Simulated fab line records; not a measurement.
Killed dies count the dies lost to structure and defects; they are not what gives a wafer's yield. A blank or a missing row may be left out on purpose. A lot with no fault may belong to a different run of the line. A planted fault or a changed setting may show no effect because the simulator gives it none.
Chamber matching / flow n5_finfet / 3 sister chambers for N5_BEOL_M4_ILD_DEP_00 on pecvd-03
The step deposits SiOC from DEMS/O2, target thk 79 nm, time 15.3 s. 20 wafers are shown with their chamber, then 10 later ones without.

## EACH WAFER AND ITS CHAMBER
wafer=L077.1; chamber=0; heater_power_w (W)=460; throttle_valve_pct (%)=11.8; showerhead_plenum_p_Torr (Torr)=5.683
wafer=L077.3; chamber=2; heater_power_w (W)=569; throttle_valve_pct (%)=12.2; showerhead_plenum_p_Torr (Torr)=5.689
wafer=L077.6; chamber=0; heater_power_w (W)=465; throttle_valve_pct (%)=11.4; showerhead_plenum_p_Torr (Torr)=5.694
wafer=L080.1; chamber=2; heater_power_w (W)=519; throttle_valve_pct (%)=12.3; showerhead_plenum_p_Torr (Torr)=5.689
wafer=L080.3; chamber=0; heater_power_w (W)=365; throttle_valve_pct (%)=11.9; showerhead_plenum_p_Torr (Torr)=5.704
wafer=L080.5; chamber=1; heater_power_w (W)=356; throttle_valve_pct (%)=12.3; showerhead_plenum_p_Torr (Torr)=5.695
wafer=L082.1; chamber=1; heater_power_w (W)=333; throttle_valve_pct (%)=12.0; showerhead_plenum_p_Torr (Torr)=5.691
wafer=L082.2; chamber=0; heater_power_w (W)=411; throttle_valve_pct (%)=11.6; showerhead_plenum_p_Torr (Torr)=5.691
wafer=L082.3; chamber=1; heater_power_w (W)=334; throttle_valve_pct (%)=12.2; showerhead_plenum_p_Torr (Torr)=5.687
wafer=L083.2; chamber=0; heater_power_w (W)=440; throttle_valve_pct (%)=11.4; showerhead_plenum_p_Torr (Torr)=5.699
wafer=L083.4; chamber=1; heater_power_w (W)=362; throttle_valve_pct (%)=12.0; showerhead_plenum_p_Torr (Torr)=5.702
wafer=L083.5; chamber=0; heater_power_w (W)=430; throttle_valve_pct (%)=12.0; showerhead_plenum_p_Torr (Torr)=5.686
wafer=L085.3; chamber=0; heater_power_w (W)=422; throttle_valve_pct (%)=11.5; showerhead_plenum_p_Torr (Torr)=5.678
wafer=L085.4; chamber=1; heater_power_w (W)=327; throttle_valve_pct (%)=11.9; showerhead_plenum_p_Torr (Torr)=5.694
wafer=L085.6; chamber=0; heater_power_w (W)=441; throttle_valve_pct (%)=11.6; showerhead_plenum_p_Torr (Torr)=5.687
wafer=L087.1; chamber=0; heater_power_w (W)=438; throttle_valve_pct (%)=11.8; showerhead_plenum_p_Torr (Torr)=5.692
wafer=L087.3; chamber=0; heater_power_w (W)=450; throttle_valve_pct (%)=11.8; showerhead_plenum_p_Torr (Torr)=5.680
wafer=L087.6; chamber=1; heater_power_w (W)=316; throttle_valve_pct (%)=12.3; showerhead_plenum_p_Torr (Torr)=5.690
wafer=L089.4; chamber=2; heater_power_w (W)=578; throttle_valve_pct (%)=11.4; showerhead_plenum_p_Torr (Torr)=5.683
wafer=L089.5; chamber=0; heater_power_w (W)=435; throttle_valve_pct (%)=11.7; showerhead_plenum_p_Torr (Torr)=5.697

SIGNATURES, as means of the wafers listed above
reading=heater_power_w; chamber 0=432.45; chamber 1=338.00; chamber 2=555.33; scatter within a chamber=25.4
reading=throttle_valve_pct; chamber 0=11.682; chamber 1=12.117; chamber 2=11.967; scatter within a chamber=0.246
reading=showerhead_plenum_p_Torr; chamber 0=5.69009; chamber 1=5.69317; chamber 2=5.68700; scatter within a chamber=0.00696
Rule: for each reading, subtract the chamber's mean from the wafer's reading, divide by that reading's scatter and square the result; add these up over the readings and take the root, which gives the wafer's distance from the chamber. The wafer belongs to the nearest chamber; if the next one is less than 2 further off, it can't be placed. How the scatter is found: for the shown wafers, subtract from each reading the mean of its chamber, square and add these, divide the total by (wafers less chambers), then take the root.

## WAFERS WHOSE CHAMBER IS MISSING
wafer=L089.6; heater_power_w (W)=336; throttle_valve_pct (%)=12.1; showerhead_plenum_p_Torr (Torr)=5.698
wafer=L093.2; heater_power_w (W)=456; throttle_valve_pct (%)=11.7; showerhead_plenum_p_Torr (Torr)=5.694
wafer=L093.4; heater_power_w (W)=535; throttle_valve_pct (%)=11.4; showerhead_plenum_p_Torr (Torr)=5.683
wafer=L093.5; heater_power_w (W)=459; throttle_valve_pct (%)=11.7; showerhead_plenum_p_Torr (Torr)=5.699
wafer=L092.2; heater_power_w (W)=475; throttle_valve_pct (%)=11.7; showerhead_plenum_p_Torr (Torr)=5.686
wafer=L092.5; heater_power_w (W)=487; throttle_valve_pct (%)=11.3; showerhead_plenum_p_Torr (Torr)=5.684
wafer=L092.6; heater_power_w (W)=435; throttle_valve_pct (%)=11.7; showerhead_plenum_p_Torr (Torr)=5.684
wafer=L096.1; heater_power_w (W)=527; throttle_valve_pct (%)=11.5; showerhead_plenum_p_Torr (Torr)=5.684
wafer=L096.3; heater_power_w (W)=431; throttle_valve_pct (%)=11.8; showerhead_plenum_p_Torr (Torr)=5.706
wafer=L096.4; heater_power_w (W)=335; throttle_valve_pct (%)=12.2; showerhead_plenum_p_Torr (Torr)=5.697

## CHAMBER TAKEN BY EACH
wafer=L089.6; from the rows above=1; in truth=1
wafer=L093.2; from the rows above=0; in truth=0
wafer=L093.4; from the rows above=can't be placed: 2 or 0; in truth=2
wafer=L093.5; from the rows above=0; in truth=0
wafer=L092.2; from the rows above=can't be placed: 0 or 2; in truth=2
wafer=L092.5; from the rows above=can't be placed: 0 or 2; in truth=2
wafer=L092.6; from the rows above=0; in truth=0
wafer=L096.1; from the rows above=can't be placed: 2 or 0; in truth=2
wafer=L096.3; from the rows above=can't be placed: 0 or 1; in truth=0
wafer=L096.4; from the rows above=1; in truth=1
5 of 10 placed correctly. Cannot be placed on the basis of these rows: 5; the candidates contain the true chamber in 5. Placed wrongly: 0.
